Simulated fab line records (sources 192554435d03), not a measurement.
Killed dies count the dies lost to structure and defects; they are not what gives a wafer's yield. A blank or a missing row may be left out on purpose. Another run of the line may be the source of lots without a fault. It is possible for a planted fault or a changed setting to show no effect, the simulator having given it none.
Chamber matching + flow n5_finfet + rie_diel-01 running N5_BEOL_M0_SAQP_STRIP_86: 4 sister chambers
The step strips in N2/H2. 4 wafers are shown with their chamber, then 8 later ones without.

## WAFERS, EACH WITH ITS CHAMBER
| wafer  | chamber | showerhead_plenum_p_Torr (Torr) |
|--------|---------|---------------------------------|
| L079.2 | 1       | 3.28                            |
| L081.5 | 0       | 3.54                            |
| L081.6 | 2       | 3.37                            |
| L083.2 | 3       | 3.46                            |

## WAFERS WITH NO CHAMBER GIVEN
| wafer  | showerhead_plenum_p_Torr (Torr) |
|--------|---------------------------------|
| L083.3 | 3.54                            |
| L083.4 | 3.37                            |
| L088.2 | 3.27                            |
| L088.3 | 3.37                            |
| L088.5 | 3.53                            |
| L091.1 | 3.53                            |
| L091.2 | 3.36                            |
| L091.6 | 3.45                            |

## WHICH CHAMBER EACH ONE RAN IN
| wafer  | from the rows above | in truth |
|--------|---------------------|----------|
| L083.3 | 0                   | 0        |
| L083.4 | 2                   | 2        |
| L088.2 | 1                   | 1        |
| L088.3 | 2                   | 2        |
| L088.5 | 0                   | 0        |
| L091.1 | 0                   | 0        |
| L091.2 | 2                   | 2        |
| L091.6 | 3                   | 3        |
8 of 8 placed correctly. From these rows, 0 cannot be placed. Wrongly placed: 0.
How it was worked out, from the rows above alone: a wafer's distance from a chamber is the root of the sum, over the readings, of the square of ((its reading less the chamber's mean) divided by the reading's scatter). If the next closest chamber is less than 2 further off than the closest, the wafer can't be placed; otherwise it belongs to the closest. The mean given for a chamber averages the wafers shown for that chamber. The scatter: root of mean squared gap, hidden wafer to nearest shown wafer, with one shown wafer a chamber.
